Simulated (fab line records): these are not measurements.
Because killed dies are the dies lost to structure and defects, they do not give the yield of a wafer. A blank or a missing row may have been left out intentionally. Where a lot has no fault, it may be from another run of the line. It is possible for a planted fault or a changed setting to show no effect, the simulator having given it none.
A struck lot beside a sound one + flow n5_finfet + 15 steps out of a route of 1938
Sound: the wafers L561.4, L561.5, L561.6. Wafers struck: L568.1, L568.3, L568.4. The cause comes at the end.
Order at every step that has rows: each side's tool, ch and its chambers, its first start. Under that, the readings that differ: sound wafers + struck wafers + difference of the means + sigmas: that difference in standard deviations of wafers without a fault.
alike: a reading whose means differ by less than 2 such deviations, as well as words and numbers matching on both sides. not compared: withheld readings; readings where some wafer has no value; bounds like >300 that might hide an equal value; numbers whose values overlap and for which the record gives no deviation.
Wherever a step has rows on one side only, a row that says differs or no value, or a row with sigmas, the two part there. Numbers that don't overlap but have no deviation are shown without sigmas and don't part them. A reading missing from all wafers of one side parts the sides only when that side holds two or more wafers.

N5_BEOL_M1_OVL_MEAS_12:
  sound on overlay-01 ch 0, day 7 13:29; struck on overlay-01 ch 0, day 9 09:24
  alike: M1_OVL
N5_BEOL_M1_INSPECT_13: inspects for defects (brightfield).
  sound on defect_inspect-02, day 7 13:32; struck on defect_inspect-01, day 9 09:28
  alike: raw_defect_count
N5_BEOL_M1_DESCUM_16: chemistry O2, time 7 s.
  sound on rie_diel-02 ch 0,1,2, day 7 13:34; struck on rie_diel-02 ch 0,2,3, day 9 09:30
  alike: drypump_motor_current_A, oes_product_au, rf_vpp_V, showerhead_plenum_p_Torr, throttle_valve_pct
  not compared: rf_hours_counter_h
N5_BEOL_M1_ETCH_74: etches underlayer in N2/H2, target depth 6.5 nm, time 5.2 s.
  sound on rie_diel-02 ch 0,1,2, day 7 13:36; struck on rie_diel-02 ch 0,2,3, day 9 09:32
  alike: drypump_motor_current_A, etch_rf_on_time_s, oes_product_au, rf_vpp_V, showerhead_plenum_p_Torr, throttle_valve_pct
  not compared: rf_hours_counter_h
then, 1 step without rows for these wafers: N5_BEOL_M1_ETCH_63 (etches SiARC in CF4, target depth 15.6 nm, time 26 s).
N5_BEOL_M1_ETCH_64: etches SOC in N2/H2, target depth 75 nm, overetch 15 nm, time 112.5 s.
  sound on rie_diel-02 ch 0,1,2, day 7 13:38; struck on rie_diel-02 ch 0,2,3, day 9 09:35
  alike: drypump_motor_current_A, oes_product_au, rf_vpp_V, showerhead_plenum_p_Torr, throttle_valve_pct
  not compared: rf_hours_counter_h
then, 3 steps without rows for these wafers: N5_BEOL_M1_STRIP_65 (strips in N2/H2); N5_BEOL_M1_STRIP_75 (strips in N2/H2); N5_BEOL_M1_STRIP_66 (strips in CF4).
N5_BEOL_M1_HM_OPEN_17: chemistry Cl2/BCl3, target TiN, target depth 20 nm, overetch 6 nm.
  sound on rie_metal-03 ch 0, day 7 13:54; struck on rie_metal-01 ch 0,1, day 9 09:45
  alike: drypump_motor_current_A, oes_product_au, throttle_valve_pct
  not compared: rf_hours_counter_h
N5_BEOL_M1_STRIP_19: strips in O2.
  sound on rie_diel-05 ch 2,3, day 7 14:01; struck on rie_diel-02 ch 0,1,2, day 9 09:52
| reading                         | sound          | struck         | difference | sigmas |
|---------------------------------|----------------|----------------|------------|--------|
| showerhead_plenum_p_Torr (Torr) | 2.01 2.00 2.01 | 2.22 2.10 2.14 | +0.15      | +2     |
  alike: drypump_motor_current_A, oes_product_au, rf_vpp_V, throttle_valve_pct
  not compared: rf_hours_counter_h
N5_BEOL_M1_CD_MEAS_18: pitch 36 nm, target cd 18 nm.
  sound on cd_sem-03, day 7 14:05; struck on cd_sem-01, day 9 09:56
  alike: cd_nm
N5_BEOL_M1_COAT_67: time 60 s, resist thk 60 nm.
  sound on litho_track-02 ch 0, day 7 14:07; struck on litho_track-04 ch 0, day 9 09:58
| reading                                  | sound                | struck               | difference | sigmas |
|------------------------------------------|----------------------|----------------------|------------|--------|
| heater_power_total_W (W)                 | 499.7 499.9 500.8    | 472.4 470.4 471.1    | -28.8      | -16    |
| plate_temp_C (C)                         | 250.10 249.91 250.05 | 238.47 238.50 238.23 | -11.62     | -61    |
| model.SOC_of_BEOL_M1_COAT_67.thk_nm (nm) | 60 59.8 59.8         | 60.6 60.4 60.2       | +0.5       |        |
  alike: resist_line_temp_C
then, 1 step without rows for these wafers: N5_BEOL_M1_COAT_68 (time 60 s, resist thk 12 nm).
N5_BEOL_M4_RC_MEAS_101:
  sound on prober-01 ch 0, day 8 23:05; struck on prober-01 ch 0, day 10 20:40
| reading       | sound             | struck            | difference | sigmas |
|---------------|-------------------|-------------------|------------|--------|
| ION_N (uA/um) | 659 660 658       | 679 672 681       | +18        | +2     |
| ION_P (uA/um) | 461 462 452       | 470 467 476       | +13        | +2     |
| VT_N (mV)     | 252.8 255.6 253.1 | 248.3 248.4 247.0 | -5.9       | -2     |
  alike: DIBL_N, DIBL_P, IOFF_N, IOFF_P, SS_N, SS_P, VT_P

WHERE THEY PART
First at N5_BEOL_M1_STRIP_19; last, within this record, at N5_BEOL_M4_RC_MEAS_101.

WHY: what the simulator had put in
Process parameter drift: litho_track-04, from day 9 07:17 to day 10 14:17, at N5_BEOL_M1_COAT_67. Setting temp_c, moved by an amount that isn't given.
